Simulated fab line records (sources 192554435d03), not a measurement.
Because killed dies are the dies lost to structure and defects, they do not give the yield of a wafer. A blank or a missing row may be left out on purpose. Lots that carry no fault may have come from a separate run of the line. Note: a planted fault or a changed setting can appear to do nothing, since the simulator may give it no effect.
Matching of chambers	flow n5-finfet	4 sister chambers for N5_BEOL_M10_ALD_74 on ald-metal-01
The step deposits TaN, target thk 2 nm, pulse time 2 s, purge time 3 s. 20 wafers are shown with their chamber, then 10 later ones without.

== WAFERS WITH THEIR CHAMBER ==
wafer	chamber	heater-power-w (W)	precursor-vessel-pressure-torr (Torr)
L074.3	2	397	26.23
L074.5	1	452	26.27
L074.6	0	456	26.24
L078.1	2	393	26.33
L078.3	3	432	26.33
L078.6	2	393	26.25
L079.1	3	432	26.26
L079.3	2	394	26.32
L079.5	0	460	26.23
L082.1	1	445	26.24
L082.2	2	394	26.24
L082.3	3	450	26.14
L083.3	1	436	26.27
L083.4	2	406	26.27
L083.5	1	443	26.30
L086.2	3	431	26.29
L086.3	2	389	26.24
L086.5	2	385	26.22
L085.2	3	432	26.12
L085.4	1	448	26.28

SIGNATURES (means of the wafers above)
reading	chamber 0	chamber 1	chamber 2	chamber 3	scatter within a chamber
heater-power-w	458.00	444.80	393.88	435.40	6.51
precursor-vessel-pressure-torr	26.2350	26.2720	26.2625	26.2280	0.0551
Rule: a wafer's distance from a chamber is the root of the sum, over the readings, of the square of ((its reading less the chamber's mean) divided by the reading's scatter). The wafer belongs to the nearest chamber; if the next one is less than 2 further off, it can't be placed. How the scatter is found: for the shown wafers, subtract from each reading the mean of its chamber, square and add these, divide the total by (wafers less chambers), then take the root.

== WAFERS WITH NO CHAMBER GIVEN ==
wafer	heater-power-w (W)	precursor-vessel-pressure-torr (Torr)
L085.5	440	26.18
L088.1	449	26.21
L088.3	397	26.28
L088.5	402	26.22
L091.1	462	26.19
L091.2	456	26.20
L091.6	458	26.30
L093.2	437	26.23
L093.4	448	26.27
L093.5	389	26.38

== CHAMBER TAKEN BY EACH ==
wafer	from the rows above	in truth
L085.5	can't be placed: 3 or 1 or 0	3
L088.1	can't be placed: 1 or 0 or 3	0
L088.3	2	2
L088.5	2	2
L091.1	0	0
L091.2	can't be placed: 0 or 1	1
L091.6	can't be placed: 0 or 1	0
L093.2	can't be placed: 3 or 1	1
L093.4	can't be placed: 1 or 0 or 3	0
L093.5	2	2
Correctly placed: 4 of 10. These rows do not allow placing 6 (true chamber among the candidates in 6). 0 placed wrongly.
